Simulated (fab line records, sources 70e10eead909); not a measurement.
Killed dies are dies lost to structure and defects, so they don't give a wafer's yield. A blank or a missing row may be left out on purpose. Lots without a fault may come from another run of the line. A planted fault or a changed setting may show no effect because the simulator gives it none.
fab line records | flow nand_harc
record lots=11 wafers=33 last_day=24
route steps=1159 shown A_M1@1043 A_BONDPAD@1069 END@1159
lots that met no fault: from a run of the same line without faults
start_h: hours from the record's first day to the start of the lot's first wafer shown | wait_h: hours since the lot's step before | " the same as in the row above | L1.1+2: a row that stands for several wafers | - no value, or no start given | * or withheld: withheld | < > ~ a bound
route shown NAME@n: a module of which the file shows steps, and the number in the route of the first | usual: mean/standard deviation of fault-free wafers | same: alike in all rows | chamber/n: place in a boat | sites: the reading at each site | _std_site: their standard deviation | _edge_site: outer sites' mean less inner sites' | radius_mm: how far each site lies from the wafer's centre | mask NAME#n: copy n | behind: the tool/chamber that last shaped the wafer | hold: why the lot was held/for how many hours/how that ended | device: the transistor (n, p or np) that didn't switch | end of line: the same wafers' tests at the end of the route | a step without rows: its recipe alone | killed: dies lost to structure and defects at the first sort, not the wafer's yield | map: a wafer's dies, x killed, . not, _ none there
set.NAME: the setting as run; set.NAME@STEP: as run at that earlier step | model.NAME: the simulator's own value behind a step, which no gauge read
steps of the route over a sample of lots; a table a step, a row a wafer
services: from which hour (start_h, from the record's first day; less than 0 if before it) a tool's chamber was out of use, for how many hours, and why
## steps
# step NHARC_A_M1_STRIP_18
# recipe power_w=1000 n2_flow_sccm=150 h2_flow_sccm=150 ar_flow_sccm=0 bias_w=0 chemistry=N2/H2
# usual drypump_motor_current_A=5.74/0.29 oes_product_au=1.000/0.0097 rf_fwd_power_W=998/3.1 rf_vpp_V=90.7/1 showerhead_plenum_p_Torr=2.04/0.094 throttle_valve_pct=14.172/0.0088
# columns lot.wafer tool chamber start_h wait_h drypump_motor_current_A oes_product_au rf_fwd_power_W rf_hours_counter_h rf_vpp_V showerhead_plenum_p_Torr throttle_valve_pct
L586.1 rie_diel-03 3 409.30 0.1 5.50 0.998 998 0 91.8 2.17 14.174
L586.3 " 0 " " 5.87 1.015 996 0 91.3 2.02 14.174
L586.5 " 3 " " 5.51 0.990 1004 - 90.2 2.17 14.173
L588.2 rie_diel-08 0 409.98 0.1 5.52 0.984 1000 7 89.3 1.95 14.168
L588.4 " 1 " " 5.63 0.984 1000 7 91.3 2.09 14.159
L588.5 " 3 " " 5.78 1.011 997 - 88.6 1.90 14.164
L587.3 rie_diel-08 3 431.94 0.1 5.79 1.002 1000 9 89.8 1.90 14.160
L587.5 " 0 " " 5.53 0.977 991 - 89.0 1.95 14.179
L587.6 " 1 " " 5.59 1.001 996 - 90.9 2.09 14.160
L594.2 rie_diel-08 1 456.18 0.1 5.59 1.001 996 9 91.3 2.09 14.162
L594.4 " 2 " " 5.56 1.010 994 10 91.9 2.19 14.184
L594.6 " 1 " " 5.61 0.992 999 - 91.6 2.09 14.176
L593.4 rie_diel-02 3 456.59 0.1 5.94 1.002 1004 3 90.4 2.05 14.188
L593.2 " 1 " " 6.37 1.025 996 3 91.9 2.02 14.158
L593.6 " 3 " " 5.93 1.004 1002 - 90.9 2.05 14.169
L596.2 rie_diel-08 2 471.13 0.1 5.51 0.995 1000 10 91.6 2.19 14.170
L596.6 " 3 " " 5.80 1.004 995 - 90.1 1.90 14.169
L596.4 " 1 " " 5.67 1.007 1002 - 91.3 2.09 14.170
L599.1 rie_diel-03 3 481.28 0.1 5.53 1.002 993 8 92.5 2.16 14.163
L599.4 " 0 " " 5.82 1.000 999 7 90.9 2.02 14.172
L599.5 " 2 " " 6.02 1.009 1000 - 90.7 1.95 14.174
L598.1 rie_diel-02 1 484.30 0.1 6.38 1.010 997 4 91.1 2.02 14.173
L598.5 " 3 " " 5.93 1.005 1000 - 91.2 2.05 14.168
L598.6 " 0 " " 5.83 0.996 1002 - 90.0 1.98 14.172
L601.2 rie_diel-08 0 499.30 0.1 5.50 0.993 995 1 90.1 1.95 14.176
L601.1 " 1 " " 5.59 0.997 1001 1 91.0 2.09 14.171
L601.3 " 3 " " 5.80 1.016 996 1 89.4 1.90 14.173
L606.3 rie_diel-03 0 532.45 0.1 5.85 1.009 998 12 90.0 2.02 14.172
L606.5 " 0 " " 5.85 1.013 1002 - 90.9 2.02 14.169
L606.6 " 1 " " 6.17 1.002 1000 - 89.2 2.10 14.168
L607.4 rie_diel-08 2 532.90 0.1 5.60 0.999 997 3 91.4 2.19 14.174
L607.1 " 3 " " 5.78 1.004 1005 4 90.0 1.90 14.169
L607.2 " 0 " " 5.54 0.985 1005 4 90.0 1.95 14.151
# step NHARC_A_BONDPAD_EXPOSE_06
# recipe na=0.55 dose_mj=36.99 mask_id=A_BPAD
# usual exposure_dose_mJ_cm2=36.96/0.045 stage_vel_mm_s=499.94/0.26
# same na=0.55
# columns lot.wafer tool chamber start_h wait_h mask exposure_dose_mJ_cm2 stage_vel_mm_s
L586.1 krf_scanner-02 0 413.52 - A_BPAD#0 36.93 499.84
L586.3 " 0 " " A_BPAD#0 36.97 500.26
L586.5 " 0 " " A_BPAD#0 36.93 499.79
L588.2 krf_scanner-04 0 414.10 - A_BPAD#0 36.99 499.92
L588.4 " 0 " " A_BPAD#0 36.94 499.54
L588.5 " 0 " " A_BPAD#0 36.96 499.99
L587.3 krf_scanner-01 0 435.87 - A_BPAD#0 36.92 500.12
L587.5 " 0 " " A_BPAD#0 36.91 500.13
L587.6 " 0 " " A_BPAD#0 36.88 500.08
L594.2 krf_scanner-01 0 460.45 - A_BPAD#0 37.04 499.43
L594.4 " 0 " " A_BPAD#0 37.01 499.80
L594.6 " 0 " " A_BPAD#0 36.98 499.61
L593.2 krf_scanner-04 0 460.84 - A_BPAD#0 36.92 499.99
L593.4 " 0 " " A_BPAD#0 36.98 499.97
L593.6 " 0 " " A_BPAD#0 36.91 500.28
L596.2 krf_scanner-02 0 476.02 - A_BPAD#0 36.88 499.98
L596.4 " 0 " " A_BPAD#0 36.95 499.95
L596.6 " 0 " " A_BPAD#0 36.94 500.24
L599.1 krf_scanner-02 0 485.64 - A_BPAD#0 40.39 499.71
L599.4 " 0 " " A_BPAD#0 40.39 499.79
L599.5 " 0 " " A_BPAD#0 40.41 499.77
L598.1 krf_scanner-02 0 488.10 - A_BPAD#0 39.74 500.06
L598.5 " 0 " " A_BPAD#0 39.73 499.85
L598.6 " 0 " " A_BPAD#0 39.66 500.04
L601.1 krf_scanner-04 0 503.27 - A_BPAD#0 36.95 499.72
L601.2 " 0 " " A_BPAD#0 36.92 499.81
L601.3 " 0 " " A_BPAD#0 36.95 499.55
L606.3 krf_scanner-02 0 536.50 - A_BPAD#0 39.18 499.91
L606.5 " 0 " " A_BPAD#0 39.23 500.02
L606.6 " 0 " " A_BPAD#0 39.17 500.00
L607.1 krf_scanner-01 0 536.96 - A_BPAD#0 36.92 499.95
L607.2 " 0 " " A_BPAD#0 36.93 500.24
L607.4 " 0 " " A_BPAD#0 36.92 499.76
# step NHARC_A_BONDPAD_DESCUM_11
# recipe time_s=3 o2_flow_sccm=200 ar_flow_sccm=0 bias_power_w=0 chemistry=O2
# usual drypump_motor_current_A=5.9/0.41 oes_product_au=0.996/0.0099 rf_vpp_V=58.0/0.91 showerhead_plenum_p_Torr=1.94/0.093 throttle_valve_pct=11.312/0.0089
# columns lot.wafer tool chamber start_h wait_h drypump_motor_current_A oes_product_au rf_hours_counter_h rf_vpp_V showerhead_plenum_p_Torr throttle_valve_pct
L586.1 rie_diel-11 1 413.90 - 5.9 0.998 13 57.1 1.80 11.310
L586.3 " 2 " " 5.9 1.006 12 56.9 2.05 11.325
L586.5 " 1 " " 5.9 1.003 - 57.9 1.80 11.307
L588.2 rie_diel-06 0 414.48 - 5.5 0.990 31 56.4 1.76 11.300
L588.4 " 1 " " 5.4 0.988 29 58.6 1.92 11.304
L588.5 " 2 " " 5.3 1.010 - 58.8 2.04 11.317
L587.3 rie_diel-13 3 436.24 - 6.1 1.003 6 58.2 1.85 11.324
L587.6 " 2 " " 5.7 0.971 - 59.0 2.05 11.329
L587.5 " 3 " " 6.1 0.994 - 58.1 1.85 11.309
L594.2 rie_diel-06 1 460.81 - 5.4 0.999 8 58.7 1.92 11.315
L594.4 " 2 " " 5.3 1.004 8 57.7 2.03 11.314
L594.6 " 2 " " 5.3 1.002 - 57.9 2.03 11.306
L593.4 rie_diel-06 0 461.21 - 5.5 0.995 7 58.0 2.07 11.319
L593.2 " 1 " " 5.4 1.001 8 58.1 1.92 11.308
L593.6 " 2 " " 5.3 1.000 - 58.1 2.03 11.323
L596.4 rie_diel-06 2 476.37 - 5.3 1.017 12 59.1 2.03 11.316
L596.2 " 1 " " 5.4 0.992 13 58.6 1.91 11.318
L596.6 " 2 " " 5.3 1.008 - 59.3 2.03 11.322
L599.4 rie_diel-11 1 486.01 - 6.0 0.994 40 58.0 1.79 11.306
L599.1 " 0 " " 6.5 0.983 43 59.1 2.04 11.313
L599.5 " 1 " " 5.9 1.005 - 59.1 1.79 11.317
L598.1 rie_diel-13 2 488.49 - 5.7 0.990 1 58.0 2.04 11.313
L598.6 " 3 " " 6.1 1.006 - 57.7 1.85 11.316
L598.5 " 0 " " 5.6 0.975 - 57.4 1.82 11.309
L601.3 rie_diel-13 0 503.63 - 5.6 0.980 1 56.8 1.82 11.311
L601.1 " 1 " " 6.5 1.007 1 58.6 1.92 11.311
L601.2 " 3 " " 6.1 0.995 1 59.3 1.84 11.315
L606.3 rie_diel-13 3 536.88 - 6.1 0.997 3 58.3 1.84 11.306
L606.5 " 1 " " 6.5 1.000 - 56.4 1.92 11.308
L606.6 " 2 " " 5.7 0.989 - 57.9 2.04 11.315
L607.1 rie_diel-06 2 537.32 - 5.3 1.009 21 58.3 2.03 11.300
L607.4 " 0 " " 5.5 0.985 21 58.5 2.07 11.325
L607.2 " 1 " " 5.4 0.998 23 57.5 1.91 11.312
# step NHARC_A_BONDPAD_STRIP_15
# recipe o2_flow_sccm=500 ar_flow_sccm=0 bias_w=0 chemistry=O2
# usual drypump_motor_current_A=5.9/0.41 oes_product_au=0.997/0.011 rf_vpp_V=57.8/0.98 showerhead_plenum_p_Torr=3.57/0.16 throttle_valve_pct=17.037/0.009
# columns lot.wafer tool chamber start_h wait_h drypump_motor_current_A oes_product_au rf_hours_counter_h rf_vpp_V showerhead_plenum_p_Torr throttle_valve_pct
L586.3 rie_diel-11 0 414.35 0.1 6.5 0.984 14 58.0 3.76 17.021
L586.1 " 2 " " 5.9 0.997 13 60.1 3.77 17.033
L586.5 " 1 " " 5.9 0.982 - 56.5 3.33 17.043
L588.2 rie_diel-13 1 414.91 0.1 6.5 1.005 5 57.9 3.54 17.035
L588.4 " 2 " " 5.7 0.978 4 58.7 3.76 17.023
L588.5 " 0 " " 5.6 0.992 - 58.5 3.38 17.037
L587.3 rie_diel-13 1 436.63 0.1 6.5 0.994 6 59.8 3.54 17.023
L587.6 " 0 " " 5.6 1.000 - 58.6 3.38 17.031
L587.5 " 1 " " 6.5 1.002 - 56.7 3.54 17.047
L594.4 rie_diel-06 1 461.28 0.1 5.4 0.996 8 58.3 3.53 17.044
L594.2 " 2 " " 5.3 1.005 8 58.7 3.74 17.054
L594.6 " 3 " " 6.4 0.996 - 57.3 3.48 17.039
L593.4 rie_diel-06 1 461.67 0.1 5.4 0.999 8 58.5 3.53 17.029
L593.2 " 2 " " 5.3 1.015 8 59.0 3.74 17.036
L593.6 " 1 " " 5.4 1.014 - 57.9 3.53 17.031
L596.2 rie_diel-06 2 476.76 0.1 5.3 1.016 12 56.5 3.73 17.061
L596.4 " 0 " " 5.5 0.998 11 57.4 3.80 17.026
L596.6 " 2 " " 5.3 1.010 - 58.8 3.73 17.053
L599.4 rie_diel-06 2 486.50 0.1 5.3 1.010 13 57.4 3.73 17.034
L599.1 " 3 " " 6.4 0.990 14 58.4 3.48 17.038
L599.5 " 0 " " 5.5 1.004 - 59.4 3.80 17.021
L598.1 rie_diel-13 2 488.89 0.1 5.7 0.997 1 58.2 3.75 17.027
L598.6 " 0 " " 5.6 0.984 - 57.7 3.38 17.040
L598.5 " 1 " " 6.5 1.005 - 58.8 3.54 17.041
L601.2 rie_diel-13 1 504.02 0.1 6.5 1.008 1 58.7 3.54 17.041
L601.3 " 2 " " 5.7 0.992 1 57.2 3.75 17.026
L601.1 " 3 " " 6.1 1.016 1 58.0 3.41 17.039
L606.3 rie_diel-13 1 537.31 0.1 6.5 0.995 3 58.4 3.54 17.045
L606.5 " 2 " " 5.7 0.992 - 59.0 3.75 17.033
L606.6 " 3 " " 6.1 1.001 - 57.6 3.41 17.030
L607.1 rie_diel-13 2 537.72 0.1 5.7 0.978 3 58.9 3.75 17.027
L607.4 " 3 " " 6.1 0.995 3 57.4 3.41 17.026
L607.2 " 1 " " 6.5 0.992 3 57.1 3.54 17.027
# step NHARC_END_SORT_01
# recipe temp_c=25
# usual defect_limited_yield=95.1/1.6 killed_at_array=29/11 killed_at_other=0.7/1.1 killed_at_periphery=2.9/2.2 killed_dies=33/11 killed_open=3.1/1.8 killed_short=1.9/1.4 sort_bin_2_pct=1.6/0.64 sort_bin_3_pct=0.26/0.18 sort_bin_4_pct=3.1/1.1 sort_n_pass=644/11 sort_rim_yield_pct=95.7/2.8 sort_yield_pct=95.1/1.6
# same gross_dies=677 sort_bin_5_pct[%]=0 sort_bin_6_pct[%]=0 sort_bin_7_pct[%]=0 sort_bin_8_pct[%]=0 sort_rim_n_gross=106.00
# columns lot.wafer tool chamber start_h wait_h defect_limited_yield[%] killed_at_array killed_at_other killed_at_periphery killed_dies killed_open killed_short sort_bin_2_pct[%] sort_bin_3_pct[%] sort_bin_4_pct[%] sort_n_pass sort_rim_yield_pct[%] sort_yield_pct[%]
L587.3 prober-02 0 470.70 3.1 95.7 25 0 4 29 5 3 2.2 0.15 1.9 648 94.3 95.7
L587.5 prober-02 0 472.30 3.7 96.6 20 0 3 23 5 1 0.7 0.44 2.2 654 93.4 96.6
L587.6 prober-02 0 473.10 4.0 95.3 29 0 3 32 5 3 1.3 0.30 3.1 645 96.2 95.3
L598.1 prober-02 0 517.37 2.5 97.6 15 0 1 16 1 0 0.7 0.15 1.5 661 96.2 97.6
L598.5 prober-02 0 520.50 3.6 97.0 12 4 4 20 3 1 0.9 0 2.1 657 99.1 97.0
L598.6 prober-02 0 521.28 3.9 97.5 15 0 2 17 1 0 0.9 0 1.6 660 97.2 97.5
L601.1 prober-02 0 534.15 2.5 96.3 20 2 3 25 1 5 1.3 0.30 2.1 652 95.3 96.3
L601.2 prober-02 0 534.96 2.8 95.9 25 1 2 28 3 1 1.5 0.15 2.5 649 99.1 95.9
L601.3 prober-02 0 535.77 3.1 97.6 15 1 0 16 2 4 1.2 0.30 0.9 661 98.1 97.6
# killed by level:class
L587.3 A_CHANNEL_HOLE_D1:chamber_film_flake=15 A_CONTACT:geometric_particle:open=3 P_CONTACT:chamber_film_flake=2 A_CONTACT:chamber_film_flake=2 P_M0:geometric_particle:open=1 P_BONDPAD:geometric_particle:open=1 A_STAIRCASE:geometric_particle:short=1 A_CONTACT:geometric_particle:short=1
L587.5 A_CHANNEL_HOLE_D1:chamber_film_flake=12 A_CONTACT:chamber_film_flake=3 A_CONTACT:geometric_particle:open=2 P_M0:geometric_particle:open=1 P_M1:geometric_particle:open=1 A_ONON_D1:geometric_particle:open=1 A_M0:geometric_particle:short=1 P_GATE:chamber_film_flake=1
L587.6 A_CHANNEL_HOLE_D1:chamber_film_flake=16 A_CONTACT:chamber_film_flake=5 A_M0:geometric_particle:open=2 P_STI:geometric_particle:short=1 P_M0:geometric_particle:open=1 A_ONON_D1:geometric_particle:short=1 A_ONON_D1:geometric_particle:open=1 A_CHANNEL_FILL_D1:geometric_particle:short=1
L598.1 A_STAIRCASE:chamber_film_flake=6 A_CHANNEL_HOLE_D1:chamber_film_flake=3 A_CHANNEL_FILL_D1:chamber_film_flake=3 A_ONON_D1:geometric_particle:open=1 P_STI:chamber_film_flake=1 A_WL_FILL:chamber_film_flake=1 A_CONTACT:chamber_film_flake=1
L598.5 A_CHANNEL_HOLE_D1:chamber_film_flake=7 A_STAIRCASE:chamber_film_flake=3 P_STI:chamber_film_flake=2 THIN_TSV:chamber_film_flake=2 P_CONTACT:geometric_particle:open=1 P_M0:geometric_particle:open=1 A_ONON_D1:geometric_particle:open=1 STARTING-WAFER:geometric_particle:short=1
L598.6 A_STAIRCASE:chamber_film_flake=9 A_CHANNEL_HOLE_D1:chamber_film_flake=3 A_CONTACT:geometric_particle:open=1 P_ZERO_WELL:chamber_film_flake=1 P_STI:chamber_film_flake=1 A_CHANNEL_FILL_D1:chamber_film_flake=1 A_SLIT:chamber_film_flake=1
L601.1 A_STAIRCASE:chamber_film_flake=6 A_CHANNEL_HOLE_D1:chamber_film_flake=5 P_STI:chamber_film_flake=3 A_ONON_D1:geometric_particle:short=2 A_CONTACT:chamber_film_flake=2 A_SLIT:chamber_film_flake=2 A_ONON_D1:geometric_particle:open=1 A_CHANNEL_FILL_D1:geometric_particle:short=1
L601.2 A_CHANNEL_HOLE_D1:chamber_film_flake=9 A_STAIRCASE:chamber_film_flake=4 A_SLIT:chamber_film_flake=4 A_CONTACT:chamber_film_flake=4 P_STI:chamber_film_flake=2 A_SOURCE_PLATE:geometric_particle:open=1 A_ONON_D1:geometric_particle:open=1 A_BLC:geometric_particle:open=1
L601.3 A_CHANNEL_HOLE_D1:chamber_film_flake=8 A_ONON_D1:geometric_particle:short=2 A_ONON_D1:geometric_particle:open=1 A_CONTACT:geometric_particle:open=1 A_M0:geometric_particle:short=1 STARTING-WAFER:geometric_particle:short=1 A_STAIRCASE:chamber_film_flake=1 A_CONTACT:chamber_film_flake=1
## services
# columns tool chamber start_h hours kind
rie_diel-03 - 392.30 9.0 pm
rie_diel-02 1 413.95 6.9 repair
rie_diel-11 0 415.66 3.6 repair
rie_diel-06 - 418.20 9.0 pm
krf_scanner-01 - 420.84 4.6 repair
krf_scanner-02 - 428.36 8.0 repair
rie_diel-06 3 430.53 1.5 repair
krf_scanner-01 - 431.06 4.0 pm
rie_diel-06 0 443.98 8.6 repair
rie_diel-03 1 447.63 4.7 repair
rie_diel-13 - 453.00 9.0 pm
rie_diel-02 0 462.37 1.8 repair
rie_diel-08 0 464.12 8.6 repair
krf_scanner-04 - 470.72 4.0 pm
rie_diel-08 0 475.52 3.8 repair
rie_diel-08 - 478.80 9.0 pm
rie_diel-03 3 484.17 7.4 repair
krf_scanner-04 - 494.28 3.3 repair
rie_diel-03 1 502.32 11.1 repair
rie_diel-06 2 502.43 5.0 repair
rie_diel-02 - 504.72 9.0 pm
krf_scanner-01 - 506.42 0.6 repair
rie_diel-11 3 506.89 14.9 repair
rie_diel-06 0 508.47 4.6 repair
## key
first_sign step=NHARC_A_BONDPAD_EXPOSE_06 reading=exposure_dose_mJ_cm2 direction=up sigmas=62 usual=36.96 struck=39.77
effect none on later readings
met_at NHARC_A_BONDPAD_EXPOSE_06
struck_lots L598,L599,L606
loop_trim step=NHARC_A_BONDPAD_EXPOSE_06 setting=dose lots=L598,L606
not_acting_at NHARC_A_M1_STRIP_18,NHARC_A_BONDPAD_DESCUM_11,NHARC_A_BONDPAD_STRIP_15
onset_between 476.02 485.64
fault kind=process_parameter_drift tool=krf_scanner-02 chamber=- onset_h=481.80 steps=NHARC_A_BONDPAD_EXPOSE_06 channel=dose_mj offset=3.4183 shape=step acts_in=these_recipes_only stated=36.99
# loop_trim: a control loop set the setting to another value than it would have without faults
